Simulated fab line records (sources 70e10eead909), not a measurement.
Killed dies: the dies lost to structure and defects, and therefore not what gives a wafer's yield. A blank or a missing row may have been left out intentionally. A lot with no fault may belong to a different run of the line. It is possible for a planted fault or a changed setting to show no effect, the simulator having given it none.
Matching of chambers    flow nandHarc    NHARC_A_STAIRCASE_STRIP_274 on rieDiel-08 has 4 sister chambers
The step strips in O2. 14 wafers are shown with their chamber, then 7 later ones without.

WAFERS, EACH WITH ITS CHAMBER
wafer   chamber  showerheadPlenumPTorr (Torr)  rfVppV (V)  oesProductAu (a.u.)
L488.3  3        3.48                          58.1        1.009
L488.4  0        3.58                          58.4        0.990
L488.5  1        3.65                          59.2        0.991
L498.1  0        3.57                          58.1        1.019
L498.3  1        3.64                          56.5        0.998
L498.5  2        3.45                          55.5        0.997
L496.1  3        3.47                          57.5        0.998
L496.5  0        3.57                          59.8        1.002
L496.6  1        3.64                          59.0        0.999
L495.1  3        3.47                          58.1        1.006
L495.2  1        3.64                          57.3        1.002
L495.4  0        3.57                          57.6        1.006
L500.1  3        3.47                          58.0        1.010
L500.5  3        3.47                          57.8        0.995

SIGNATURES (means of the wafers above)
reading                chamber 0  chamber 1  chamber 2  chamber 3  scatter within a chamber
showerheadPlenumPTorr  3.5725     3.6425     3.4500     3.4720     0.0048
rfVppV                 58.475     58.000     55.500     57.900     0.9
oesProductAu           1.00425    0.99750    0.99700    1.00360    0.00822
Rule: a wafer lies at a distance from a chamber equal to the root of the sum of squares, over the readings, of (its reading less the chamber's mean, divided by the reading's scatter). If the next closest chamber is less than 2 further off than the closest, the wafer can't be placed; otherwise it belongs to the closest. The scatter is the square root of a quotient: the sum, over the shown wafers, of each reading's squared deviation from its chamber's mean, divided by wafers minus chambers.

WAFERS MISSING THEIR CHAMBER
wafer   showerheadPlenumPTorr (Torr)  rfVppV (V)  oesProductAu (a.u.)
L500.6  3.45                          57.7        0.991
L507.2  3.62                          58.9        0.999
L507.4  3.55                          58.1        1.017
L507.5  3.43                          56.7        1.017
L508.1  3.62                          57.7        1.003
L508.3  3.55                          58.2        1.023
L508.4  3.43                          57.8        1.021

CHAMBER TAKEN BY EACH
wafer   from the rows above  in truth
L500.6  2                    2
L507.2  1                    1
L507.4  0                    0
L507.5  2                    2
L508.1  1                    1
L508.3  0                    0
L508.4  2                    2
Placed correctly: 7 of 7. Left unplaced by these rows: 0. Number placed wrongly: 0.
